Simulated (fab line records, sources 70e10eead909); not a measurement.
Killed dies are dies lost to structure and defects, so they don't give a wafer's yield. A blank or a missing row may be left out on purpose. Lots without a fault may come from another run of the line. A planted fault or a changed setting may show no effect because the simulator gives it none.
Chamber matching | flow nand_harc | NHARC_HYBRID_BOND_ACTIVATE_00 on rie_diel-09: 4 sister chambers
The step chemistry N2, time 60 s. 4 wafers are shown with their chamber, then 12 later ones without.

WAFERS WITH THEIR CHAMBER
wafer  | chamber | showerhead_plenum_p_Torr (Torr)
L087.5 | 0       | 1.89
L088.2 | 1       | 1.63
L088.3 | 2       | 1.83
L088.6 | 3       | 1.83

WAFERS WITHOUT THEIR CHAMBER
wafer  | showerhead_plenum_p_Torr (Torr)
L089.2 | 1.89
L089.3 | 1.83
L089.4 | 1.83
L093.1 | 1.83
L093.5 | 1.83
L093.6 | 1.83
L094.2 | 1.83
L094.3 | 1.88
L094.5 | 1.83
L095.3 | 1.63
L095.4 | 1.83
L095.5 | 1.83

WHICH CHAMBER EACH WENT THROUGH
wafer  | from the rows above     | in truth
L089.2 | 0                       | 0
L089.3 | can't be placed: 2 or 3 | 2
L089.4 | can't be placed: 2 or 3 | 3
L093.1 | can't be placed: 2 or 3 | 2
L093.5 | can't be placed: 2 or 3 | 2
L093.6 | can't be placed: 2 or 3 | 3
L094.2 | can't be placed: 2 or 3 | 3
L094.3 | 0                       | 0
L094.5 | can't be placed: 2 or 3 | 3
L095.3 | 1                       | 1
L095.4 | can't be placed: 2 or 3 | 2
L095.5 | can't be placed: 2 or 3 | 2
Placed correctly: 3 of 12. Can't be placed from these rows: 9 (the true chamber is among the candidates in 9). Placed wrongly: 0.
How it was worked out, from the rows above alone: a wafer's distance from a chamber is the root of the sum, over the readings, of the square of ((its reading less the chamber's mean) divided by the reading's scatter). The wafer belongs to the nearest chamber; if the next one is less than 2 further off, it can't be placed. A chamber's mean is the mean of its shown wafers. The scatter: with one shown wafer a chamber, the root of the mean of the squares of how far each hidden wafer lies from its nearest shown one.
